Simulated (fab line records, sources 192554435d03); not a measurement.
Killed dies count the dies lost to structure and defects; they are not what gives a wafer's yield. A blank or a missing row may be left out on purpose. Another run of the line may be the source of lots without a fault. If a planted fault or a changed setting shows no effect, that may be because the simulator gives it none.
A lot that was struck, set against a sound lot / flow n5_finfet / 16 steps out of a route of 1938
Sound: these wafers, L224.1, L224.3, L224.6. Struck: wafer L235.4; the same lot's L235.5 was not struck, so it is left out; see the end for the cause.
Per side, at each step with rows, come the tool, then ch with its chambers, and then its first start. Under that, the readings that differ: sound wafers / struck wafers / difference of the means / sigmas: that difference in standard deviations of wafers without a fault.
alike: words and numbers the same on both sides, and readings whose means are apart by under 2 such deviations; not compared: readings that were withheld, readings missing a value for some wafer, numbers with overlapping values and no deviation given by the record, and bounds like >300 which may hide the same value.
The two part at a step that has a row with sigmas, a row that says differs or no value, or rows on one side only. Numbers that don't overlap but have no deviation are shown without sigmas and don't part them. Lack of a reading on every wafer of one side parts them only where that side has two or more wafers.

N5_BEOL_M2_DESCUM_33: chemistry O2, time 7 s.
  sound on rie_diel-06 ch 0,2,3, day 7 18:59; struck on rie_diel-03 ch 3, day 9 21:48
reading=rf_vpp_V (V); sound=245.5 245.9 242.8; struck=241.5; difference=-3.2; sigmas=-3
reading=showerhead_plenum_p_Torr (Torr); sound=2.14 2.20 2.08; struck=2.01; difference=-0.13; sigmas=-2
  alike: drypump_motor_current_A, o2_flow_sccm, oes_product_au, throttle_valve_pct
  not compared: rf_hours_counter_h
then, 3 steps without rows for these wafers: N5_BEOL_M2_ETCH_77 (etches underlayer in N2/H2, target depth 6.5 nm, time 5.2 s); N5_BEOL_M2_ETCH_69 (etches SiARC in CF4, target depth 15.6 nm, time 26 s); N5_BEOL_M2_ALD_98 (deposits SiO2, target thk 2.5 nm, pulse time 1 s, co reactant pulse time 1 s).
N5_BEOL_M2_ETCHBACK_99: etches SiO2 in CHF3, target depth 5 nm, time 10.4 s.
  sound on rie_diel-03 ch 2,3, day 7 21:12; struck on rie_diel-03 ch 1, day 9 22:35
reading=throttle_valve_pct (%); sound=16.85 16.64 16.82; struck=17.26; difference=+0.49; sigmas=+2
  alike: drypump_motor_current_A, oes_ar_750_au, oes_product_au, rf_vpp_V, showerhead_plenum_p_Torr
  not compared: rf_hours_counter_h
N5_BEOL_M2_ETCH_70: etches SOC in N2/H2, target depth 80 nm, overetch 24 nm, time 130 s.
  sound on rie_diel-03 ch 2,3, day 7 21:14; struck on rie_diel-03 ch 1, day 9 22:37
  alike: drypump_motor_current_A, oes_product_au, rf_vpp_V, showerhead_plenum_p_Torr, throttle_valve_pct
  not compared: rf_hours_counter_h
then, 5 steps without rows for these wafers: N5_BEOL_M2_STRIP_71 (strips in N2/H2); N5_BEOL_M2_STRIP_78 (strips in N2/H2); N5_BEOL_M2_VIA_ETCH_34 (etches the open film in C4F6/O2, target depth 69.4 nm, time 65.9 s); N5_BEOL_M2_STRIP_83 (strips in C4F6/O2); N5_BEOL_M2_STRIP_36 (strips in N2/H2).
N5_BEOL_M2_TRENCH_ETCH_37: etches SiOC in C4F6/O2, target depth 55.555 nm, time 29.2 s.
  sound on rie_diel-03 ch 2,3; struck on rie_diel-03 ch 1
reading=throttle_valve_pct (%); sound=20.56 20.45 20.55; struck=21.06; difference=+0.54; sigmas=+2
  alike: drypump_motor_current_A, oes_ar_750_au, oes_product_au, rf_vpp_V, showerhead_plenum_p_Torr
  not compared: rf_hours_counter_h
N5_BEOL_M2_ETCH_41: etches SiCN in CH3F/O2, target depth 29.9 nm, time 52.5 s.
  sound on rie_diel-03 ch 2,3, day 7 21:28; struck on rie_diel-03 ch 1, day 9 22:52
reading=throttle_valve_pct (%); sound=16.06 15.87 16.07; struck=16.51; difference=+0.51; sigmas=+2
reading=model.etch.depth_nm (nm); sound=19.53 20.04 19.6; struck=13.23; difference=-6.49; sigmas=
  alike: drypump_motor_current_A, oes_product_au, rf_vpp_V, showerhead_plenum_p_Torr
  not compared: rf_hours_counter_h
N5_BEOL_M2_STRIP_97: strips in N2/H2, time 10 s.
  sound on rie_diel-03 ch 2,3; struck on rie_diel-03 ch 1
  alike: drypump_motor_current_A, oes_product_au, rf_vpp_V, showerhead_plenum_p_Torr, throttle_valve_pct
  not compared: rf_hours_counter_h
N5_BEOL_M4_RC_MEAS_101:
  sound on prober-01 ch 0, day 8 20:43; struck on prober-02 ch 0, day 11 02:56
  alike: DIBL_N, DIBL_P, IOFF_N, IOFF_P, ION_N, ION_P, SS_N, SS_P, VT_N, VT_P
then, 1 step without rows for these wafers: N5_PASSIVATION_PROBE_49.

## WHERE THEY PART
First at N5_BEOL_M2_DESCUM_33; last, within this record, at N5_BEOL_M2_ETCH_41. Later steps at which nothing parts them and some readings are alike: N5_BEOL_M2_STRIP_97, N5_BEOL_M4_RC_MEAS_101.

WHY: the cause the simulator had injected
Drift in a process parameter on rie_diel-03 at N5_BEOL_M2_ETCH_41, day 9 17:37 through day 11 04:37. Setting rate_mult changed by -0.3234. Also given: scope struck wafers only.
